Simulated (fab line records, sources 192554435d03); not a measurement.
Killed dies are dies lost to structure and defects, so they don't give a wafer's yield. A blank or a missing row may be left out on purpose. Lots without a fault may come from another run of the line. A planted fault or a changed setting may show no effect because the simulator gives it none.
fab line records | flow n5_finfet
record lots=9 wafers=27 last_day=22
route steps=1938 shown BEOL_M4@1094 PASSIVATION@1936
lots that met no fault: from a run of the same line without faults
start_h: hours from the record's first day to the start of the lot's first wafer shown | wait_h: hours since the lot's step before | " the same as in the row above | L1.1+2: a row that stands for several wafers | - no value, or no start given | * or withheld: withheld | < > ~ a bound
route shown NAME@n: a module of which the file shows steps, and the number in the route of the first | usual: mean/standard deviation of fault-free wafers | same: alike in all rows | chamber/n: place in a boat | sites: the reading at each site | _std_site: their standard deviation | _edge_site: outer sites' mean less inner sites' | radius_mm: how far each site lies from the wafer's centre | mask NAME#n: copy n | behind: the tool/chamber that last shaped the wafer | hold: why the lot was held/for how many hours/how that ended | device: the transistor (n, p or np) that didn't switch | end of line: the same wafers' tests at the end of the route | a step without rows: its recipe alone | killed: dies lost to structure and defects at the first sort, not the wafer's yield | map: a wafer's dies, x killed, . not, _ none there
set.NAME: the setting as run; set.NAME@STEP: as run at that earlier step | model.NAME: the simulator's own value behind a step, which no gauge read
steps of the route over a sample of lots; a table a step, a row a wafer
services: from which hour (start_h, from the record's first day; less than 0 if before it) a tool's chamber was out of use, for how many hours, and why
## steps
# step N5_BEOL_M4_SPUTTER_90
# recipe material=Cu target_thk_a=45 temp_c=-20 chamber_pressure_pa=0.07 power_w=withheld time_s=8.29
# usual throttle_valve_pct=29.5/1
# same time_s=8.29
# columns lot.wafer tool chamber start_h wait_h throttle_valve_pct
L408.4 pvd_sputter-01 - 236.15 0.1 29.6
L408.5 " - " " 30.3
L408.6 " - " " 28.3
L409.1 pvd_sputter-01 - 248.44 0.1 31.4
L409.3 " - " " 29.2
L409.4 " - " " 30.1
L410.3 pvd_sputter-02 - 254.98 0.1 28.6
L410.4 " - " " 29.0
L410.5 " - " " 30.0
L416.3 pvd_sputter-02 - 333.50 0.1 30.2
L416.5 " - " " 30.3
L416.6 " - " " 28.6
L417.2 pvd_sputter-03 - 344.73 0.1 29.6
L417.4 " - " " 28.8
L417.6 " - " " 29.3
L425.4 pvd_sputter-02 - 366.17 0.1 30.8
L425.5 " - " " 28.8
L425.6 " - " " 28.8
L421.1 pvd_sputter-01 - 374.52 0.1 29.3
L421.2 " - " " 28.1
L421.3 " - " " 30.1
L422.1 pvd_sputter-01 - 383.59 0.1 31.4
L422.2 " - " " 28.5
L422.5 " - " " 28.5
L423.1 pvd_sputter-02 - 389.49 0.1 28.8
L423.4 " - " " 30.7
L423.5 " - " " 30.2
# step N5_BEOL_M4_ANNEAL_95
# recipe temp_c=400 time_s=240 ambient=vacuum
# usual heater_power_w=797/73 susceptor_temp_C=400.02/0.21
# same time_s=240
# columns lot.wafer tool chamber start_h wait_h heater_power_w susceptor_temp_C
L408.4 pvd_sputter-01 - 236.67 0.0 837 399.83
L408.5 " - " " 717 399.94
L408.6 " - " " 822 400.31
L409.1 pvd_sputter-01 - 248.96 0.0 695 399.80
L409.3 " - " " 837 399.48
L409.4 " - " " 714 400.20
L410.3 pvd_sputter-02 - 255.50 0.0 776 399.82
L410.4 " - " " 724 400.22
L410.5 " - " " 875 399.68
L416.3 pvd_sputter-02 - 334.02 0.0 858 400.16
L416.5 " - " " 873 400.28
L416.6 " - " " 776 400.02
L417.2 pvd_sputter-03 - 345.25 0.0 783 399.68
L417.4 " - " " 918 399.78
L417.6 " - " " 779 399.40
L425.4 pvd_sputter-02 - 366.69 0.0 941 400.20
L425.5 " - " " 770 400.33
L425.6 " - " " 730 399.67
L421.1 pvd_sputter-01 - 375.04 0.0 819 400.03
L421.2 " - " " 810 399.78
L421.3 " - " " 730 400.25
L422.1 pvd_sputter-01 - 384.11 0.0 703 400.12
L422.2 " - " " 807 400.21
L422.5 " - " " 810 400.26
L423.1 pvd_sputter-02 - 390.01 0.0 711 400.12
L423.4 " - " " 913 399.87
L423.5 " - " " 845 400.34
# step N5_BEOL_M4_ANNEAL_51
# recipe temp_c=225 time_s=90 ambient=N2
# usual anneal_temp_c=225.03/0.19 anneal_temp_c_max=226.6/0.36 time_s=90/0 wafer_temp_C_max=226.1/0.3
# columns lot.wafer tool chamber start_h wait_h anneal_temp_c anneal_temp_c_max time_s wafer_temp_C_max
L408.4 rtp_anneal-01 0 237.14 0.2 224.70 226.1 90 226.0
L408.5 " 0 " " 224.86 226.3 90 226.9
L408.6 " 0 " " 224.81 226.3 90 225.9
L409.1 rtp_anneal-01 - 249.29 0.1 - - - -
L409.3 " - " " - - - -
L409.4 " - " " - - - -
L410.3 rtp_anneal-01 - 256.06 0.3 - - - -
L410.4 " - " " - - - -
L410.5 " - " " - - - -
L416.3 rtp_anneal-01 0 334.64 0.3 224.82 226.3 90 226.0
L416.5 " 0 " " 224.66 226.3 90 226.1
L416.6 " 0 " " 224.92 226.7 90 225.6
L417.2 rtp_anneal-02 0 345.63 0.1 225.08 226.1 90 226.4
L417.4 " 0 " " 225.04 226.2 90 226.1
L417.6 " 0 " " 225.18 226.4 90 226.1
L425.4 rtp_anneal-01 0 367.28 0.3 224.98 226.3 90 226.0
L425.5 " 0 " " 225.05 227.4 90 225.8
L425.6 " 0 " " 224.92 226.5 90 225.9
L421.1 rtp_anneal-01 0 375.38 0.1 225.07 226.5 90 226.2
L421.2 " 0 " " 224.90 226.8 90 226.7
L421.3 " 0 " " 225.07 226.9 90 226.5
L422.1 rtp_anneal-01 0 384.45 0.1 224.73 226.4 90 226.9
L422.2 " 0 " " 225.15 227.3 90 225.8
L422.5 " 0 " " 225.01 227.0 90 226.2
L423.1 rtp_anneal-01 0 390.42 0.1 225.02 226.6 90 226.4
L423.4 " 0 " " 225.23 226.6 90 226.1
L423.5 " 0 " " 224.96 226.9 90 226.0
# step N5_BEOL_M4_CMP_52
# recipe stop_on=SiOC t_overpolish_s=6.8 down_force_psi=1 platen_rpm=50 clearing_platen_down_force_psi=1.5 clearing_platen_rpm=50 post_cmp_clean=cu_alkaline target_thk_nm=40 clearing_platen_pad_velocity_m_s=0.99484 pad_velocity_m_s=0.99484
# usual barrier_field_endpoint_s=24.6/0.56 motor_current_A=6.2/0.62 overpolish_run_s=6.800/0.0092 time_to_endpoint_s=62.5/2.4
# columns lot.wafer tool chamber start_h wait_h barrier_field_endpoint_s motor_current_A overpolish_run_s time_to_endpoint_s
L408.4 cmp-02 1 237.42 0.2 26.5 6.0 6.812 69.7
L408.6 " 2 " " 26.1 7.0 6.798 69.6
L408.5 " 3 " " 26.1 5.1 6.804 70.0
L409.4 cmp-03 1 249.59 0.1 29.9 6.4 6.786 81.3
L409.3 " 3 " " 29.7 6.6 6.795 79.8
L409.1 " 0 " " 29.1 6.1 6.804 81.2
L410.3 cmp-04 0 256.26 0.2 29.1 6.0 6.800 80.4
L410.4 " 1 " " 29.8 7.0 6.801 80.4
L410.5 " 0 " " 30.1 6.0 6.805 80.8
L416.3 cmp-03 1 334.96 0.3 23.9 6.1 6.813 60.4
L416.5 " 2 " " 24.6 5.2 6.798 58.8
L416.6 " 3 " " 24.6 6.8 6.803 61.0
L417.2 cmp-04 2 345.95 0.3 24.9 5.9 6.807 64.3
L417.4 " 3 " " 26.1 6.6 6.815 66.3
L417.6 " 0 " " 25.7 5.6 6.784 64.6
L425.4 cmp-04 0 367.59 0.3 25.2 5.6 6.796 61.4
L425.6 " 0 " " 25.2 5.5 6.792 65.8
L425.5 " 1 " " 25.7 6.9 6.802 63.7
L421.1 cmp-02 2 375.68 0.3 24.7 6.6 6.789 64.7
L421.3 " 3 " " 24.2 5.0 6.795 59.8
L421.2 " 0 " " 24.9 6.2 6.803 60.9
L422.2 cmp-02 0 384.75 0.2 24.1 6.0 6.780 60.3
L422.1 " 3 " " 24.2 5.2 6.794 60.2
L422.5 " 0 " " 24.7 5.8 6.802 62.9
L423.1 cmp-04 1 390.77 0.3 24.6 6.9 6.812 65.2
L423.4 " 2 " " 24.9 6.0 6.808 61.8
L423.5 " 0 " " 24.9 5.9 6.815 62.9
# step N5_BEOL_M4_CO_CAP_55
# recipe material=Co target_thk_a=20 temp_c=200 precursor=CCTBA/H2 pressure_torr=30 time_s=102.1
# usual heater_power_w=249/23
# same time_s=102.1
# columns lot.wafer tool chamber start_h wait_h heater_power_w
L408.4 cvd_co-02 1 237.71 0.0 227
L408.5 " 0 " " 272
L408.6 " 2 " " 274
L409.1 cvd_co-02 2 249.96 0.0 270
L409.3 " 1 " " 223
L409.4 " 2 " " 273
L410.3 cvd_co-01 2 256.65 0.0 241
L410.4 " 1 " " 215
L410.5 " 2 " " 249
L416.3 cvd_co-02 2 335.22 0.0 272
L416.5 " 0 " " 279
L416.6 " 2 " " 275
L417.2 cvd_co-02 1 346.25 0.0 228
L417.4 " 1 " " 222
L417.6 " 0 " " 268
L425.4 cvd_co-01 2 368.00 0.0 245
L425.5 " 0 " " 253
L425.6 " 1 " " 198
L421.1 cvd_co-02 0 376.05 0.0 272
L421.2 " 2 " " 278
L421.3 " 1 " " 224
L422.1 cvd_co-02 1 385.12 0.0 226
L422.2 " 2 " " 287
L422.5 " 2 " " 277
L423.1 cvd_co-02 1 391.10 0.0 229
L423.4 " 0 " " 276
L423.5 " 1 " " 223
# step N5_BEOL_M4_RS_MEAS_58
# recipe thk_meas_gauge=four-point-probe reads=Co_of_BEOL_M4_CO_CAP_55+Cu_of_BEOL_M4_ECD_50+Co_of_BEOL_M4_CVD_47+TaN_of_BEOL_M4_ALD_84
# usual M4_RS=0.673/0.025
# columns lot.wafer tool chamber start_h wait_h M4_RS[ohm/sq]
L408.4 film_metro-01 - 237.86 0.0 0.635
L408.5 " - " " 0.666
L408.6 " - " " 0.657
L409.1 film_metro-02 - 250.17 0.1 0.775
L409.3 " - " " 0.768
L409.4 " - " " 0.801
L410.3 film_metro-02 - 256.84 0.1 0.771
L410.4 " - " " 0.770
L410.5 " - " " 0.785
L416.3 film_metro-02 - 335.42 0.1 0.698
L416.5 " - " " 0.674
L416.6 " - " " 0.711
L417.2 film_metro-01 - 346.43 0.1 0.688
L417.4 " - " " 0.683
L417.6 " - " " 0.689
L425.4 film_metro-01 - 368.15 0.0 0.707
L425.5 " - " " 0.658
L425.6 " - " " 0.679
L421.1 film_metro-02 - 376.23 0.0 0.731
L421.2 " - " " 0.665
L421.3 " - " " 0.713
L422.1 film_metro-02 - 385.30 0.0 0.663
L422.2 " - " " 0.658
L422.5 " - " " 0.660
L423.1 film_metro-01 - 391.28 0.0 0.690
L423.4 " - " " 0.664
L423.5 " - " " 0.647
# step N5_BEOL_M4_RC_MEAS_101
# usual COMB_M4_max_site=8.6e-11/2e-11 DIBL_N=36.3/1.1 DIBL_P=36.3/1.4 IOFF_N=0.155/0.019 IOFF_P=0.211/0.027 ION_N=672/8.5 ION_P=462/5.8 SS_N=71.5/0.56 SS_P=73.3/0.52 VT_N=249.9/2.5 VT_P=-249.8/2.8
# columns lot.wafer tool chamber start_h wait_h COMB_M4_max_site[S/m] DIBL_N[mV/V] DIBL_P[mV/V] IOFF_N[nA/um] IOFF_P[nA/um] ION_N[uA/um] ION_P[uA/um] SS_N[mV/dec] SS_P[mV/dec] VT_N[mV] VT_P[mV]
L408.4 prober-01 0 238.37 0.5 9.3e-11 37.2 37.1 0.172 0.244 676 472 71.9 73.9 248.4 -244.4
L408.5 " 0 " " 1.08e-10 36.5 36.6 0.161 0.243 672 467 71.8 73.0 247.0 -247.3
L408.6 " 0 " " 8.3e-11 35.9 35.2 0.140 0.227 669 469 71.0 72.7 252.1 -248.4
L409.1 prober-01 0 250.22 0.0 ~0.0014286 36.3 36.4 0.166 0.199 684 462 71.2 73.6 248.7 -252.6
L409.3 " 0 " " ~0.0014286 34.8 33.7 0.135 0.167 677 463 71.3 72.6 252.9 -251.8
L409.4 " 0 " " ~0.0014286 36.3 35.6 0.171 0.199 691 465 71.8 73.6 248.2 -250.2
L410.3 prober-01 0 257.20 0.3 ~0.0014286 38.0 36.8 0.165 0.207 667 454 71.7 73.4 248.1 -253.2
L410.4 " 0 " " 7.8e-11 37.0 36.1 0.151 0.196 676 456 70.8 72.4 249.1 -252.9
L410.5 " 0 " " ~0.0014286 37.8 36.5 0.166 0.200 680 455 71.3 73.5 249.3 -253.1
L416.3 prober-01 0 335.78 0.3 9e-11 34.7 33.6 0.137 0.184 666 458 70.4 72.8 250.3 -251.3
L416.5 " 0 " " 9.7e-11 36.8 35.7 0.175 0.211 667 453 71.2 73.8 248.7 -250.6
L416.6 " 0 " " 6.5e-11 35.3 34.6 0.146 0.197 665 458 70.7 73.1 248.0 -250.7
L417.2 prober-01 0 346.64 0.2 5.8e-11 36.8 37.0 0.144 0.238 663 460 72.3 73.7 251.8 -247.6
L417.4 " 0 " " 8.7e-11 34.9 35.0 0.116 0.204 650 455 71.6 72.6 257.1 -250.4
L417.6 " 0 " " 9.8e-11 37.2 37.4 0.153 0.250 665 460 72.1 73.7 251.9 -248.8
L425.4 prober-01 0 368.66 0.5 1.14e-10 34.9 37.6 0.168 0.241 668 470 70.4 73.3 247.3 -247.3
L425.5 " 0 " " 9.9e-11 34.3 36.8 0.150 0.235 673 472 71.7 73.1 249.5 -244.4
L425.6 " 0 " " 8.1e-11 34.9 36.6 0.157 0.232 665 465 71.8 72.6 251.7 -248.7
L421.1 prober-01 0 376.28 0.0 1.23e-10 36.3 36.6 0.168 0.226 687 470 71.9 73.7 247.1 -248.9
L421.2 " 0 " " 7.1e-11 36.7 36.6 0.178 0.231 688 471 71.6 74.1 243.7 -246.9
L421.3 " 0 " " 1e-10 35.7 35.8 0.158 0.221 690 471 71.9 73.8 247.6 -246.9
L422.1 prober-02 0 385.35 0.0 7.5e-11 38.3 37.3 0.176 0.236 677 462 71.2 73.9 245.9 -248.3
L422.2 " 0 " " 7.9e-11 37.5 35.8 0.154 0.206 680 465 71.6 73.1 252.5 -249.6
L422.5 " 0 " " 5.1e-11 36.9 35.6 0.149 0.204 669 457 71.5 73.6 250.5 -249.6
L423.1 prober-02 0 391.34 0.0 1.44e-10 36.7 36.8 0.160 0.218 677 467 71.3 73.0 248.6 -247.3
L423.4 " 0 " " 9e-11 37.0 37.5 0.168 0.219 684 468 70.9 72.6 249.9 -248.5
L423.5 " 0 " " 9e-11 35.8 35.6 0.143 0.199 665 463 71.3 73.0 249.8 -250.6
# step N5_PASSIVATION_PROBE_49
# usual defect_limited_yield=91.4/1.2 killed_at_M0_to_M3=34/10 killed_at_M4_up=14/5.1 killed_at_contacts=12/6.4 killed_at_front_end=38/9.3 killed_at_other=4/3 killed_dies=102/15 killed_on_rim=13/3.6 killed_open=67/12 killed_short=33/6.9 sort_bin_5_function=5.0/0.86 sort_bin_6_memory=3.2/0.58 sort_bin_8_speed=0.00/0.0099 sort_n_pass=1078/15 sort_yield_pct=91.4/1.2
# same gross_dies=1180 killed_at_back_side=0 sort_bin_4_leakage[%]=0
# columns lot.wafer tool chamber start_h wait_h defect_limited_yield[%] killed_at_M0_to_M3 killed_at_M4_up killed_at_contacts killed_at_front_end killed_at_other killed_dies killed_on_rim killed_open killed_short sort_bin_5_function[%] sort_bin_6_memory[%] sort_bin_8_speed[%] sort_n_pass sort_yield_pct[%]
L408.4 prober-02 - 337.33 0.2 92.5 30 10 15 31 2 88 8 53 31 4.2 2.9 0 1092 92.5
L408.5 prober-02 - 337.38 0.2 90.9 37 15 21 31 3 107 15 81 25 5.3 3.6 0 1073 90.9
L408.6 prober-02 - 337.43 0.3 91.3 25 17 19 38 4 103 9 69 29 5.8 2.8 0 1077 91.3
L409.1 prober-02 - 349.05 0.0 60.1 48 377 15 27 4 471 152 72 34 5.5 3.3 0 709 60.1
L409.3 prober-02 - 349.15 0.1 56.0 31 434 14 37 3 519 152 60 32 4.6 3.2 0 661 56.0
L409.4 prober-02 - 349.20 0.2 55.7 33 446 7 36 1 523 152 59 30 4.5 2.9 0 657 55.7
L410.3 prober-01 - 358.41 0.1 50.4 40 484 13 43 5 585 20 69 49 5.3 4.3 0 595 50.4
L410.4 prober-01 - 358.46 0.2 85.5 32 105 6 25 3 171 107 43 32 3.5 2.5 0 1009 85.5
L410.5 prober-01 - 358.51 0.2 57.7 47 407 19 26 0 499 17 65 39 5.8 3.1 0 681 57.7
L416.3 prober-01 - 438.56 0.1 92.1 30 20 9 30 4 93 11 63 29 4.1 3.4 0 1087 92.1
L416.5 prober-01 - 438.66 0.2 91.4 40 10 13 32 6 101 16 61 34 4.9 3.3 0 1079 91.4
L416.6 prober-01 - 438.71 0.3 92.8 23 5 13 37 7 85 9 47 36 4.3 2.8 0 1095 92.8
L417.2 prober-02 - 468.38 0.8 89.3 43 9 14 57 3 126 11 89 35 5.8 4.5 0 1054 89.3
L417.4 prober-02 - 468.48 0.9 88.6 37 19 24 51 3 134 23 88 42 6.4 4.6 0.08 1045 88.6
L417.6 prober-02 - 468.58 1.0 89.5 32 21 16 48 7 124 17 86 36 5.5 4.9 0 1056 89.5
L425.4 prober-01 - 475.71 0.2 92.5 30 11 18 25 5 89 9 51 37 4.1 3.1 0 1091 92.5
L425.5 prober-01 - 475.76 0.2 91.4 27 16 16 41 1 101 12 62 38 5.2 3.1 0 1079 91.4
L425.6 prober-01 - 475.81 0.3 91.0 27 12 19 44 4 106 11 68 36 4.8 3.7 0 1074 91.0
L421.1 prober-01 - 485.54 0.0 90.9 36 19 7 39 6 107 19 72 27 5.4 3.2 0 1073 90.9
L421.2 prober-01 - 485.59 0.1 91.9 23 20 18 34 1 96 7 74 21 4.9 3.0 0 1084 91.9
L421.3 prober-01 - 485.64 0.1 93.1 19 16 2 44 1 82 13 52 29 3.7 2.8 0 1098 93.1
L422.1 prober-01 - 498.48 0.0 91.4 40 12 15 31 3 101 12 75 25 4.2 4.1 0 1079 91.4
L422.2 prober-01 - 498.53 0.1 91.2 38 13 7 45 1 104 19 73 29 5.3 3.2 0 1076 91.2
L422.5 prober-01 - 498.68 0.2 90.9 33 5 7 61 1 107 12 80 25 5.6 3.4 0 1073 90.9
L423.1 prober-01 - 522.26 0.0 91.2 42 11 21 29 1 104 13 68 35 5.2 3.4 0 1076 91.2
L423.4 prober-01 - 522.41 0.2 91.7 34 11 13 37 3 98 15 59 36 4.2 3.6 0 1082 91.7
L423.5 prober-01 - 522.46 0.2 91.0 37 8 33 28 0 106 18 76 29 4.8 3.7 0 1074 91.0
# killed by level:class
L408.4 MOL_CONTACT_COAG:geometric_particle:open=8 BEOL_M0_SAQP:geometric_particle:short=8 GATE_CUT:geometric_particle:short=7 BEOL_M2:geometric_particle:open=6 FIN_SAQP:geometric_particle:open=5 GATE_CUT:geometric_particle:open=5 MOL_CONTACT_COAG:geometric_particle:short=5 BEOL_M3:geometric_particle:open=5
L408.5 MOL_CONTACT_COAG:geometric_particle:open=16 BEOL_M3:geometric_particle:open=9 BEOL_M1:geometric_particle:open=8 GATE_CUT:geometric_particle:short=7 BEOL_M0_SAQP:geometric_particle:open=7 BEOL_M2:geometric_particle:open=6 FIN_SAQP:geometric_particle:open=5 STI_FIN_REVEAL:geometric_particle:open=5
L408.6 STI_FIN_REVEAL:geometric_particle:open=15 MOL_CONTACT_COAG:geometric_particle:open=11 FIN_SAQP:geometric_particle:open=9 MOL_CONTACT_COAG:geometric_particle:short=7 BEOL_M3:geometric_particle:open=6 BEOL_M0_SAQP:geometric_particle:open=5 FIN_SAQP:geometric_particle:short=4 BEOL_M2:geometric_particle:open=4
L409.1 BEOL_M4:area_cmp=361 BEOL_M2:geometric_particle:open=20 MOL_CONTACT_COAG:geometric_particle:open=13 BEOL_M4:geometric_particle:open=10 FIN_SAQP:geometric_particle:short=9 BEOL_M0_SAQP:geometric_particle:short=8 BEOL_M3:geometric_particle:open=6 BEOL_M2:geometric_particle:short=5
L409.3 BEOL_M4:area_cmp=424 MOL_CONTACT_COAG:geometric_particle:open=11 BEOL_M3:geometric_particle:open=9 STI_FIN_REVEAL:geometric_particle:open=7 GATE_CUT:geometric_particle:short=5 BEOL_M2:geometric_particle:open=5 DUMMY_GATE:geometric_particle:open=4 BEOL_M0_SAQP:geometric_particle:short=4
L409.4 BEOL_M4:area_cmp=434 DUMMY_GATE:geometric_particle:open=8 FIN_SAQP:geometric_particle:short=7 BEOL_M2:geometric_particle:open=7 ILD0:geometric_particle:short=6 BEOL_M3:geometric_particle:open=6 BEOL_M0_SAQP:geometric_particle:open=6 STI_FIN_REVEAL:geometric_particle:open=5
L410.3 BEOL_M4:area_cmp=467 BEOL_M0_SAQP:geometric_particle:short=10 STI_FIN_REVEAL:geometric_particle:open=10 MOL_CONTACT_COAG:geometric_particle:open=8 ILD0:geometric_particle:short=7 DUMMY_GATE:geometric_particle:open=6 BEOL_M2:geometric_particle:open=6 FIN_SAQP:geometric_particle:short=5
L410.4 BEOL_M4:area_cmp=95 BEOL_M0_SAQP:geometric_particle:short=8 BEOL_M0_SAQP:geometric_particle:open=8 MOL_CONTACT_COAG:geometric_particle:open=6 FIN_SAQP:geometric_particle:open=5 BEOL_M3:geometric_particle:short=5 BEOL_M3:geometric_particle:open=5 BEOL_M4:geometric_particle:open=4
L410.5 BEOL_M4:area_cmp=393 MOL_CONTACT_COAG:geometric_particle:open=16 BEOL_M0_SAQP:geometric_particle:short=16 BEOL_M0_SAQP:geometric_particle:open=15 BEOL_M4:geometric_particle:open=7 FIN_SAQP:geometric_particle:short=6 FIN_SAQP:geometric_particle:open=4 BEOL_M2:geometric_particle:open=4
L416.3 BEOL_M4:geometric_particle:open=8 MOL_CONTACT_COAG:geometric_particle:open=8 BEOL_M2:geometric_particle:open=7 FIN_SAQP:geometric_particle:open=6 BEOL_M1:geometric_particle:open=6 BEOL_M0_SAQP:geometric_particle:open=5 BEOL_M0_SAQP:geometric_particle:short=5 FIN_SAQP:geometric_particle:short=4
L416.5 FIN_SAQP:geometric_particle:open=12 MOL_CONTACT_COAG:geometric_particle:open=10 FIN_SAQP:geometric_particle:short=9 BEOL_M0_SAQP:geometric_particle:short=8 BEOL_M2:geometric_particle:open=7 BEOL_M1:geometric_particle:open=6 BEOL_M3:geometric_particle:open=5 DUMMY_GATE:geometric_particle:open=4
L416.6 STI_FIN_REVEAL:geometric_particle:open=8 MOL_CONTACT_COAG:geometric_particle:open=8 BEOL_M1:geometric_particle:open=6 FIN_SAQP:geometric_particle:short=5 DUMMY_GATE:geometric_particle:open=5 MOL_CONTACT_COAG:geometric_particle:short=5 BEOL_M0_SAQP:geometric_particle:short=5 STARTING-WAFER:geometric_particle:short=5
L417.2 FIN_SAQP:geometric_particle:open=18 MOL_CONTACT_COAG:geometric_particle:open=12 BEOL_M0_SAQP:geometric_particle:short=10 FIN_SAQP:geometric_particle:short=10 DUMMY_GATE:geometric_particle:open=10 BEOL_M0_SAQP:geometric_particle:open=10 BEOL_M2:geometric_particle:open=10 STI_FIN_REVEAL:geometric_particle:open=5
L417.4 MOL_CONTACT_COAG:geometric_particle:open=21 FIN_SAQP:geometric_particle:open=17 BEOL_M2:geometric_particle:open=12 FIN_SAQP:geometric_particle:short=8 BEOL_M0_SAQP:geometric_particle:open=8 STARTING-WAFER:geometric_particle:short=6 DUMMY_GATE:geometric_particle:open=5 DUMMY_GATE:geometric_particle:short=4
L417.6 MOL_CONTACT_COAG:geometric_particle:open=15 FIN_SAQP:geometric_particle:short=11 DUMMY_GATE:geometric_particle:open=9 BEOL_M0_SAQP:geometric_particle:open=8 FIN_SAQP:geometric_particle:open=7 STI_FIN_REVEAL:geometric_particle:open=7 BEOL_M3:geometric_particle:open=7 BEOL_M2:geometric_particle:open=7
L425.4 MOL_CONTACT_COAG:geometric_particle:open=13 BEOL_M0_SAQP:geometric_particle:short=8 BEOL_M4:geometric_particle:open=8 GATE_CUT:geometric_particle:short=7 BEOL_M1:geometric_particle:open=7 BEOL_M3:geometric_particle:open=7 FIN_SAQP:geometric_particle:short=5 MOL_CONTACT_COAG:geometric_particle:short=5
L425.5 MOL_CONTACT_COAG:geometric_particle:open=13 FIN_SAQP:geometric_particle:short=8 STI_FIN_REVEAL:geometric_particle:open=8 BEOL_M0_SAQP:geometric_particle:open=8 BEOL_M4:geometric_particle:open=8 GATE_CUT:geometric_particle:short=6 BEOL_M0_SAQP:geometric_particle:short=6 STARTING-WAFER:geometric_particle:open=5
L425.6 MOL_CONTACT_COAG:geometric_particle:open=16 FIN_SAQP:geometric_particle:open=10 GATE_CUT:geometric_particle:short=10 BEOL_M1:geometric_particle:open=6 FIN_SAQP:geometric_particle:short=5 STI_FIN_REVEAL:geometric_particle:open=5 BEOL_M2:geometric_particle:open=5 BEOL_M3:geometric_particle:open=5
L421.1 BEOL_M4:geometric_particle:open=10 DUMMY_GATE:geometric_particle:open=9 MOL_CONTACT_COAG:geometric_particle:open=7 BEOL_M3:geometric_particle:open=7 BEOL_M0_SAQP:geometric_particle:short=6 DUMMY_GATE:geometric_particle:short=5 GATE_CUT:geometric_particle:short=5 BEOL_M0_SAQP:geometric_particle:open=5
L421.2 MOL_CONTACT_COAG:geometric_particle:open=16 BEOL_M0_SAQP:geometric_particle:open=9 BEOL_M4:geometric_particle:open=9 BEOL_M2:geometric_particle:open=8 FIN_SAQP:geometric_particle:open=5 GATE_CUT:geometric_particle:open=5 STI_FIN_REVEAL:geometric_particle:open=5 FIN_SAQP:geometric_particle:short=4
L421.3 STI_FIN_REVEAL:geometric_particle:open=8 DUMMY_GATE:geometric_particle:open=8 BEOL_M4:geometric_particle:open=8 FIN_SAQP:geometric_particle:short=4 GATE_CUT:geometric_particle:open=4 GATE_CUT:geometric_particle:short=4 BEOL_M0_SAQP:geometric_particle:open=4 BEOL_M0_SAQP:geometric_particle:short=4
L422.1 MOL_CONTACT_COAG:geometric_particle:open=12 BEOL_M3:geometric_particle:open=12 STI_FIN_REVEAL:geometric_particle:open=11 BEOL_M2:geometric_particle:open=7 BEOL_M4:geometric_particle:open=6 DUMMY_GATE:geometric_particle:open=5 STI_FIN_REVEAL:geometric_particle:short=4 BEOL_M0_SAQP:geometric_particle:open=4
L422.2 STI_FIN_REVEAL:geometric_particle:open=18 BEOL_M3:geometric_particle:open=12 BEOL_M2:geometric_particle:open=10 MOL_CONTACT_COAG:geometric_particle:open=7 FIN_SAQP:geometric_particle:open=6 BEOL_M4:geometric_particle:open=6 STARTING-WAFER:geometric_particle:short=5 GATE_CUT:geometric_particle:short=4
L422.5 STI_FIN_REVEAL:geometric_particle:open=28 BEOL_M3:geometric_particle:open=10 FIN_SAQP:geometric_particle:open=9 BEOL_M1:geometric_particle:open=8 FIN_SAQP:geometric_particle:short=6 MOL_CONTACT_COAG:geometric_particle:open=6 BEOL_M1:geometric_particle:short=3 GATE_CUT:geometric_particle:short=3
L423.1 MOL_CONTACT_COAG:geometric_particle:open=17 BEOL_M0_SAQP:geometric_particle:open=10 STI_FIN_REVEAL:geometric_particle:open=10 BEOL_M0_SAQP:geometric_particle:short=10 BEOL_M3:geometric_particle:open=7 GATE_CUT:geometric_particle:short=5 FIN_SAQP:geometric_particle:open=4 BEOL_M5:geometric_particle:open=4
L423.4 BEOL_M2:geometric_particle:open=10 MOL_CONTACT_COAG:geometric_particle:open=9 FIN_SAQP:geometric_particle:open=6 GATE_CUT:geometric_particle:open=6 FIN_SAQP:geometric_particle:short=5 BEOL_M0_SAQP:geometric_particle:short=5 STARTING-WAFER:geometric_particle:short=5 GATE_CUT:geometric_particle:short=4
L423.5 MOL_CONTACT_COAG:geometric_particle:open=27 BEOL_M2:geometric_particle:open=14 FIN_SAQP:geometric_particle:short=7 MOL_CONTACT_COAG:geometric_particle:short=6 BEOL_M0_SAQP:geometric_particle:short=6 BEOL_M0:geometric_particle:open=5 BEOL_M3:geometric_particle:open=5 FIN_SAQP:geometric_particle:open=4
## services
# columns tool chamber start_h hours kind
cmp-02 - 215.05 3.4 repair
cvd_co-02 2 218.39 6.0 repair
cmp-02 - 230.85 4.1 repair
cmp-04 - 233.46 4.0 pm
cmp-03 - 235.38 10.9 pm
cvd_co-02 2 254.09 5.8 repair
cmp-03 - 255.03 0.4 repair
cmp-02 - 255.54 4.1 repair
cvd_co-02 - 264.61 6.9 pm
cmp-04 - 264.82 0.8 repair
cmp-03 - 270.86 1.0 repair
pvd_sputter-03 - 273.75 1.9 repair
cmp-04 - 288.21 0.8 repair
cmp-02 - 291.63 4.0 pm
cmp-02 - 295.98 4.2 pm
cmp-03 - 303.08 2.8 repair
cmp-02 - 303.40 0.6 repair
cmp-04 - 303.73 2.6 repair
cmp-03 - 313.46 4.0 pm
cmp-03 - 336.82 3.6 repair
cvd_co-02 - 339.38 2.6 repair
cmp-03 - 357.64 2.2 pm
pvd_sputter-03 - 368.86 6.0 repair
cvd_co-02 - 368.89 6.0 pm
## key
first_sign step=N5_BEOL_M4_ANNEAL_51 reading=tool_record direction=missing
effect step=N5_BEOL_M4_CMP_52 reading=barrier_field_endpoint_s direction=up sigmas=8.9 usual=24.6 struck=29.6
effect step=N5_BEOL_M4_RS_MEAS_58 reading=M4_RS direction=up sigmas=4.3 usual=0.673 struck=0.778
effect step=N5_BEOL_M4_RC_MEAS_101 reading=COMB_M4_max_site direction=up sigmas=99+ usual=8.6e-11 struck=~0.0011905 wafers_moved=5
effect step=N5_PASSIVATION_PROBE_49 reading=killed_at_M4_up direction=up sigmas=71 usual=14 struck=376
more_kills_born_at N5_BEOL_M4_CMP_52@cmp-03=1219 N5_BEOL_M4_CMP_52@cmp-04=955
met_at N5_BEOL_M4_ANNEAL_51
struck_lots L409,L410
not_acting_at N5_BEOL_M4_SPUTTER_90,N5_BEOL_M4_ANNEAL_95,N5_BEOL_M4_CO_CAP_55
onset_between 237.14 249.29
fault kind=skipped_step_whole tool=rtp_anneal-01 chamber=- onset_h=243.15 steps=N5_BEOL_M4_ANNEAL_51 scope=struck_lots_only
